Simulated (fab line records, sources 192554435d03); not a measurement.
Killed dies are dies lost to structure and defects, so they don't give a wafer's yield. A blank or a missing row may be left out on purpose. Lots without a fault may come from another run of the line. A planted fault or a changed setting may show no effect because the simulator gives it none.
One fault seen from 2 desks | flow n5_finfet | each desk has only its own numbers; what lay behind them comes last

THE METROLOGY DESK
What the gauges read, lot by lot, whatever tool the lot ran on: means of the sampled wafers that have a number. A lot is out of limits, marked OUT, if its mean lies more than 4 standard deviations from the usual mean; the brackets give that distance.
Columns: A = M6_OVL at N5_BEOL_M6_OVL_MEAS_12, usual -0.2 nm; B = V5_OVL at N5_BEOL_M6_OVL_MEAS_29, usual 0.3 nm; C = trench_depth_nm at N5_BEOL_M6_OCD_MEAS_38, usual 94.1 nm; D = M6_THK at N5_BEOL_M6_THK_MEAS_53, usual 80.2 nm; E = M6_RS at N5_BEOL_M6_RS_MEAS_57, usual 0.289 ohm/sq
lot  | first seen here | A    | B    | C               | D    | E
L934 | day 9 09:43     | -0.4 | -0.2 | 94.8            | 80.2 | 0.289
L936 | day 9 19:28     | 0.1  | 0.9  | 87.0 (-4.8) OUT | 73.5 | 0.317
L937 | day 10 07:53    | -0.6 | 1.1  | 88.9            | 74.9 | 0.314
L939 | day 10 19:01    | -0.8 | 0.6  | 94.2            | 82.1 | 0.281
L946 | day 12 14:17    | 0.8  | -0.9 | 93.1            | 77.9 | 0.299
L949 | day 13 17:31    | -0.8 | 0.4  | 93.8            | 80.2 | 0.285
L950 | day 13 23:35    | -0.8 | 0.2  | 93.9            | 80.1 | 0.289
L951 | day 14 02:13    | 0.5  | 0.2  | 93.6            | 80.6 | 0.290
L952 | day 14 04:55    | -0.2 | -0.1 | 94.5            | 83.5 | 0.279
This desk's finding: out of limits on L936; first on L936, day 10 00:06 (trench_depth_nm at N5_BEOL_M6_OCD_MEAS_38). In limits: L934, L937, L939, L946, L949, L950, L951, L952.

THE TOOL OWNER'S DESK: rie_diel-06
The tool's own readings at N5_BEOL_M6_TRENCH_ETCH_37 (etches SiCOH lowk in C4F6/O2, target depth 94.435 nm, time 31.5 s): means of the sampled wafers that have a number, for each lot that ran on this tool. A lot is out of limits, marked OUT, if its mean lies more than 4 standard deviations from the usual mean; the brackets give that distance. Of its 8 readings 7 are shown: the one that was out of limits first, and those that lie furthest out on some lot.
Columns: A = O2_flow_sccm at N5_BEOL_M6_TRENCH_ETCH_37, usual 10.002 sccm; B = drypump_motor_current_A at N5_BEOL_M6_TRENCH_ETCH_37, usual 5.5 A; C = oes_f_703_au at N5_BEOL_M6_TRENCH_ETCH_37, usual 0.78 a.u.; D = rf_fwd_power_W at N5_BEOL_M6_TRENCH_ETCH_37, usual 340.0 W; E = rf_vpp_V at N5_BEOL_M6_TRENCH_ETCH_37, usual 667 V; F = showerhead_plenum_p_Torr at N5_BEOL_M6_TRENCH_ETCH_37, usual 2.83 Torr; G = throttle_valve_pct at N5_BEOL_M6_TRENCH_ETCH_37, usual 20.94 %
lot  | first seen here | A      | B   | C    | D               | E              | F    | G
L934 | day 9 11:08     | 9.991  | 5.3 | 0.78 | 340.8           | 676            | 2.83 | 21.00
L936 | day 9 23:56     | 9.992  | 5.2 | 0.60 | 279.0 (-32) OUT | 749 (+8.9) OUT | 2.84 | 20.83
L937 | day 10 09:43    | 10.022 | 5.3 | 0.58 | 277.3 (-33) OUT | 740 (+7.9) OUT | 2.90 | 21.05
L949 | day 13 21:27    | 10.014 | 5.0 | 0.74 | 340.7           | 666            | 2.79 | 20.93
L950 | day 14 02:01    | 9.970  | 5.0 | 0.76 | 339.4           | 674            | 2.73 | 20.74
L951 | day 14 04:52    | 10.007 | 5.2 | 0.74 | 340.3           | 677            | 2.82 | 20.91
L952 | day 14 07:25    | 10.003 | 5.3 | 0.74 | 340.2           | 675            | 2.81 | 21.07
This desk's finding: out of limits on L936, L937; first on L936, day 9 23:56 (rf_fwd_power_W at N5_BEOL_M6_TRENCH_ETCH_37). In limits: L934, L949, L950, L951, L952.

PUT TOGETHER
The tool owner's desk could have raised an alarm at day 9 23:56, on L936, L937.
The metrology desk could have raised an alarm at day 10 00:06, on L936.
The metrology desk has L937 on record, within its limits.
Of the lots named, all ran N5_BEOL_M6_TRENCH_ETCH_37 on rie_diel-06.

WHAT THE SIMULATOR HAD PUT IN
Process parameter drift: rie_diel-06, from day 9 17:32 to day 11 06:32, at N5_BEOL_M6_TRENCH_ETCH_37. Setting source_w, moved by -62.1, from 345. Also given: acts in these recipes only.
Lots struck among those shown: L936, L937.
Hours from the fault's start to each desk's first reading out of limits: the tool owner's desk, 6; the metrology desk, 7.
